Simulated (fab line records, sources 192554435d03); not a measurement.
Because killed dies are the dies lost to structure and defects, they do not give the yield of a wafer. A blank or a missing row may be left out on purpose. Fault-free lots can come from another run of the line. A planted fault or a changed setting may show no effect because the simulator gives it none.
Chamber matching || flow n5Finfet || N5_BEOL_M9_STRIP_19 on rieDiel-06 has 4 sister chambers
The step strips in O2. 27 wafers are shown with their chamber, then 12 later ones without.

EACH WAFER AND ITS CHAMBER
{"wafer": "L076.1", "chamber": 3, "showerheadPlenumPTorr (Torr)": 2.06, "drypumpMotorCurrentA (A)": 5.2, "throttleValvePct (%)": 16.58}
{"wafer": "L076.2", "chamber": 0, "showerheadPlenumPTorr (Torr)": 2.08, "drypumpMotorCurrentA (A)": 5.4, "throttleValvePct (%)": 16.94}
{"wafer": "L076.3", "chamber": 1, "showerheadPlenumPTorr (Torr)": 2.23, "drypumpMotorCurrentA (A)": 5.7, "throttleValvePct (%)": 16.43}
{"wafer": "L076.4", "chamber": 2, "showerheadPlenumPTorr (Torr)": 2.11, "drypumpMotorCurrentA (A)": 5.8, "throttleValvePct (%)": 16.79}
{"wafer": "L076.5", "chamber": 2, "showerheadPlenumPTorr (Torr)": 2.11, "drypumpMotorCurrentA (A)": 5.8, "throttleValvePct (%)": 16.75}
{"wafer": "L076.6", "chamber": 3, "showerheadPlenumPTorr (Torr)": 2.06, "drypumpMotorCurrentA (A)": 5.1, "throttleValvePct (%)": 16.59}
{"wafer": "L075.4", "chamber": 3, "showerheadPlenumPTorr (Torr)": 2.06, "drypumpMotorCurrentA (A)": 5.2, "throttleValvePct (%)": 16.57}
{"wafer": "L075.5", "chamber": 0, "showerheadPlenumPTorr (Torr)": 2.08, "drypumpMotorCurrentA (A)": 5.4, "throttleValvePct (%)": 16.93}
{"wafer": "L075.6", "chamber": 1, "showerheadPlenumPTorr (Torr)": 2.23, "drypumpMotorCurrentA (A)": 5.7, "throttleValvePct (%)": 16.44}
{"wafer": "L080.1", "chamber": 3, "showerheadPlenumPTorr (Torr)": 2.05, "drypumpMotorCurrentA (A)": 5.2, "throttleValvePct (%)": 16.59}
{"wafer": "L080.2", "chamber": 1, "showerheadPlenumPTorr (Torr)": 2.23, "drypumpMotorCurrentA (A)": 5.7, "throttleValvePct (%)": 16.47}
{"wafer": "L080.3", "chamber": 2, "showerheadPlenumPTorr (Torr)": 2.11, "drypumpMotorCurrentA (A)": 5.8, "throttleValvePct (%)": 16.80}
{"wafer": "L080.4", "chamber": 0, "showerheadPlenumPTorr (Torr)": 2.07, "drypumpMotorCurrentA (A)": 5.4, "throttleValvePct (%)": 16.95}
{"wafer": "L080.5", "chamber": 3, "showerheadPlenumPTorr (Torr)": 2.06, "drypumpMotorCurrentA (A)": 5.2, "throttleValvePct (%)": 16.57}
{"wafer": "L080.6", "chamber": 0, "showerheadPlenumPTorr (Torr)": 2.07, "drypumpMotorCurrentA (A)": 5.4, "throttleValvePct (%)": 16.95}
{"wafer": "L082.2", "chamber": 1, "showerheadPlenumPTorr (Torr)": 2.23, "drypumpMotorCurrentA (A)": 5.8, "throttleValvePct (%)": 16.45}
{"wafer": "L082.4", "chamber": 0, "showerheadPlenumPTorr (Torr)": 2.07, "drypumpMotorCurrentA (A)": 5.4, "throttleValvePct (%)": 16.96}
{"wafer": "L082.5", "chamber": 0, "showerheadPlenumPTorr (Torr)": 2.07, "drypumpMotorCurrentA (A)": 5.4, "throttleValvePct (%)": 16.95}
{"wafer": "L084.2", "chamber": 2, "showerheadPlenumPTorr (Torr)": 2.11, "drypumpMotorCurrentA (A)": 5.8, "throttleValvePct (%)": 16.81}
{"wafer": "L084.3", "chamber": 0, "showerheadPlenumPTorr (Torr)": 2.07, "drypumpMotorCurrentA (A)": 5.4, "throttleValvePct (%)": 16.97}
{"wafer": "L084.4", "chamber": 1, "showerheadPlenumPTorr (Torr)": 2.23, "drypumpMotorCurrentA (A)": 5.7, "throttleValvePct (%)": 16.47}
{"wafer": "L085.1", "chamber": 3, "showerheadPlenumPTorr (Torr)": 2.05, "drypumpMotorCurrentA (A)": 5.1, "throttleValvePct (%)": 16.63}
{"wafer": "L085.2", "chamber": 1, "showerheadPlenumPTorr (Torr)": 2.22, "drypumpMotorCurrentA (A)": 5.7, "throttleValvePct (%)": 16.47}
{"wafer": "L085.3", "chamber": 2, "showerheadPlenumPTorr (Torr)": 2.11, "drypumpMotorCurrentA (A)": 5.8, "throttleValvePct (%)": 16.82}
{"wafer": "L086.1", "chamber": 0, "showerheadPlenumPTorr (Torr)": 2.07, "drypumpMotorCurrentA (A)": 5.4, "throttleValvePct (%)": 17.00}
{"wafer": "L086.2", "chamber": 1, "showerheadPlenumPTorr (Torr)": 2.22, "drypumpMotorCurrentA (A)": 5.7, "throttleValvePct (%)": 16.46}
{"wafer": "L086.3", "chamber": 3, "showerheadPlenumPTorr (Torr)": 2.05, "drypumpMotorCurrentA (A)": 5.2, "throttleValvePct (%)": 16.61}

SIGNATURES (averages over the wafers above)
{"reading": "showerheadPlenumPTorr", "chamber 0": 2.0725, "chamber 1": 2.2271, "chamber 2": 2.1100, "chamber 3": 2.0557, "scatter within a chamber": 0.00449}
{"reading": "drypumpMotorCurrentA", "chamber 0": 5.400, "chamber 1": 5.714, "chamber 2": 5.800, "chamber 3": 5.171, "scatter within a chamber": 0.0315}
{"reading": "throttleValvePct", "chamber 0": 16.9563, "chamber 1": 16.4557, "chamber 2": 16.7940, "chamber 3": 16.5914, "scatter within a chamber": 0.0214}
Rule: a wafer lies at a distance from a chamber equal to the root of the sum of squares, over the readings, of (its reading less the chamber's mean, divided by the reading's scatter). The wafer belongs to the nearest chamber; if the next one is less than 2 further off, it can't be placed. How the scatter is found: for the shown wafers, subtract from each reading the mean of its chamber, square and add these, divide the total by (wafers less chambers), then take the root.

WAFERS MISSING THEIR CHAMBER
{"wafer": "L086.4", "showerheadPlenumPTorr (Torr)": 2.10, "drypumpMotorCurrentA (A)": 5.8, "throttleValvePct (%)": 16.82}
{"wafer": "L086.5", "showerheadPlenumPTorr (Torr)": 2.10, "drypumpMotorCurrentA (A)": 5.8, "throttleValvePct (%)": 16.81}
{"wafer": "L086.6", "showerheadPlenumPTorr (Torr)": 2.22, "drypumpMotorCurrentA (A)": 5.7, "throttleValvePct (%)": 16.48}
{"wafer": "L088.2", "showerheadPlenumPTorr (Torr)": 2.07, "drypumpMotorCurrentA (A)": 5.4, "throttleValvePct (%)": 16.99}
{"wafer": "L088.3", "showerheadPlenumPTorr (Torr)": 2.10, "drypumpMotorCurrentA (A)": 5.8, "throttleValvePct (%)": 16.82}
{"wafer": "L088.5", "showerheadPlenumPTorr (Torr)": 2.05, "drypumpMotorCurrentA (A)": 5.2, "throttleValvePct (%)": 16.64}
{"wafer": "L092.2", "showerheadPlenumPTorr (Torr)": 2.10, "drypumpMotorCurrentA (A)": 5.8, "throttleValvePct (%)": 16.85}
{"wafer": "L092.5", "showerheadPlenumPTorr (Torr)": 2.07, "drypumpMotorCurrentA (A)": 5.4, "throttleValvePct (%)": 16.99}
{"wafer": "L092.6", "showerheadPlenumPTorr (Torr)": 2.22, "drypumpMotorCurrentA (A)": 5.7, "throttleValvePct (%)": 16.50}
{"wafer": "L096.4", "showerheadPlenumPTorr (Torr)": 2.21, "drypumpMotorCurrentA (A)": 5.7, "throttleValvePct (%)": 16.54}
{"wafer": "L096.5", "showerheadPlenumPTorr (Torr)": 2.04, "drypumpMotorCurrentA (A)": 5.1, "throttleValvePct (%)": 16.67}
{"wafer": "L096.6", "showerheadPlenumPTorr (Torr)": 2.10, "drypumpMotorCurrentA (A)": 5.8, "throttleValvePct (%)": 16.87}

THE CHAMBER EACH PASSED THROUGH
{"wafer": "L086.4", "from the rows above": 2, "in truth": 2}
{"wafer": "L086.5", "from the rows above": 2, "in truth": 2}
{"wafer": "L086.6", "from the rows above": 1, "in truth": 1}
{"wafer": "L088.2", "from the rows above": 0, "in truth": 0}
{"wafer": "L088.3", "from the rows above": 2, "in truth": 2}
{"wafer": "L088.5", "from the rows above": 3, "in truth": 3}
{"wafer": "L092.2", "from the rows above": 2, "in truth": 2}
{"wafer": "L092.5", "from the rows above": 0, "in truth": 0}
{"wafer": "L092.6", "from the rows above": 1, "in truth": 1}
{"wafer": "L096.4", "from the rows above": 1, "in truth": 1}
{"wafer": "L096.5", "from the rows above": 3, "in truth": 3}
{"wafer": "L096.6", "from the rows above": 2, "in truth": 2}
12 of 12 placed correctly. Not placeable from these rows: 0. Placed wrongly: 0.
